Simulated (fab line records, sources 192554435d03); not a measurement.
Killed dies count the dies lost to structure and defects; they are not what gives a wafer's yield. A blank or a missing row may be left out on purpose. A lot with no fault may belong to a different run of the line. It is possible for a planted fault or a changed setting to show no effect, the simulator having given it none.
Comparing a struck lot with a sound one / flow n5_finfet / 16 steps out of a route of 1938
Sound: these wafers, L490.1, L490.3, L490.5. Struck: wafer L498.3. (L498.1, L498.5 of the same lot were not struck and are left out.) The cause comes at the end.
Each step with rows lists, per side, the tool, then ch with its chambers, then its first start. Under that, the readings that differ: sound wafers / struck wafers / difference of the means / sigmas: that difference in standard deviations of wafers without a fault.
alike: same words and numbers on both sides, and readings whose means sit less than 2 such deviations apart. not compared: any withheld reading, any reading some wafer has no value for, any bound like >300 that may hide the same value, and any number with overlapping values for which the record gives no deviation.
A row with sigmas, a row that says differs or no value, or rows on one side alone: a step with any of these is where the two part. Numbers that don't overlap but have no deviation are shown without sigmas and don't part them. A reading missing from all wafers of one side parts the sides only when that side holds two or more wafers.

first, 8 steps without rows for these wafers: N5_BEOL_M13_COAT_58 (time 60 s, resist thk 89 nm); N5_BEOL_M13_COAT_04 (resist thk 400 nm); N5_BEOL_M13_EBR_06; N5_BEOL_M13_SOFTBAKE_05 (time 60 s); N5_BEOL_M13_EXPOSE_07 (exposes mask V12); N5_BEOL_M13_PEB_08 (peb time 90 s); N5_BEOL_M13_DEVELOP_09 (develop time 45 s); N5_BEOL_M13_HARDBAKE_14 (time 120 s).
N5_BEOL_M13_CD_MEAS_10: the cd target is 190 nm.
  sound on cd_sem-03 ch 0, day 14 14:19; struck on cd_sem-02 ch 0, day 17 15:28
  alike: cd_nm
N5_BEOL_M13_OVL_MEAS_11:
  sound on overlay-02 ch 0, day 14 14:21; struck on overlay-01 ch 0, day 17 15:30
  alike: V12_OVL
N5_BEOL_M13_INSPECT_12: inspects for defects (macro).
  struck on defect_inspect-01, day 17 15:31; sound on defect_inspect-01, day 14 14:23
  alike: raw_defect_count
N5_BEOL_M13_DESCUM_15: chemistry O2, time 7.9 s.
  sound on rie_diel-02 ch 0,1, day 14 14:25; struck on rie_diel-02 ch 1, day 17 15:34
  alike: drypump_motor_current_A, oes_product_au, rf_vpp_V, showerhead_plenum_p_Torr, throttle_valve_pct
  not compared: rf_hours_counter_h
N5_BEOL_M13_ETCH_59: etches BARC in N2/H2, target depth 89 nm, overetch 26.7 nm, time 67.9 s.
  sound on rie_diel-02 ch 0,1, day 14 14:27; struck on rie_diel-02 ch 1, day 17 15:35
reading=model.coat_of_BEOL_M13_COAT_04.thk_nm (nm); sound=319 320.4 318.6; struck=326.2; difference=+6.9; sigmas=
  alike: drypump_motor_current_A, n2_flow_sccm, oes_product_au, rf_vpp_V, showerhead_plenum_p_Torr, throttle_valve_pct
  not compared: rf_hours_counter_h
N5_BEOL_M13_VIA_ETCH_16: etches SiOC in C4F8/O2/Ar, target depth 921.7 nm.
  sound on rie_diel-02 ch 0,1, day 14 14:30; struck on rie_diel-02 ch 1, day 17 15:38
reading=model.coat_of_BEOL_M13_COAT_04.thk_nm (nm); sound=73.6 76.6 63.6; struck=80.8; difference=+9.5; sigmas=
  alike: C4F8_flow_sccm, drypump_motor_current_A, oes_product_au, rf_vpp_V, showerhead_plenum_p_Torr, throttle_valve_pct
N5_BEOL_M13_STRIP_63: strips in N2/H2.
  sound on plasma_asher-02 ch 0,1, day 14 15:25; struck on plasma_asher-02 ch 0, day 17 15:53
reading=strip_time_to_endpoint_s (s); sound=28.7 29.6 25.8; struck=30.8; difference=+2.8; sigmas=+3
  alike: drypump_motor_current_A, heater_power_w, n2_flow_sccm, oes_product_au
  not compared: rf_hours_counter_h
N5_BEOL_M13_STRIP_64: strips in N2/H2.
  sound on plasma_asher-02 ch 0,1, day 14 15:29; struck on plasma_asher-02 ch 0, day 17 15:56
reading=n2_flow_sccm (sccm); sound=1744 1748 1756; struck=1763; difference=+14; sigmas=+2
  alike: drypump_motor_current_A, heater_power_w, oes_product_au, strip_time_to_endpoint_s
  not compared: rf_hours_counter_h

== WHERE THEY PART ==
Last at N5_BEOL_M13_STRIP_64 as far as this record goes, first at N5_BEOL_M13_STRIP_63.

WHY: what the simulator had put in
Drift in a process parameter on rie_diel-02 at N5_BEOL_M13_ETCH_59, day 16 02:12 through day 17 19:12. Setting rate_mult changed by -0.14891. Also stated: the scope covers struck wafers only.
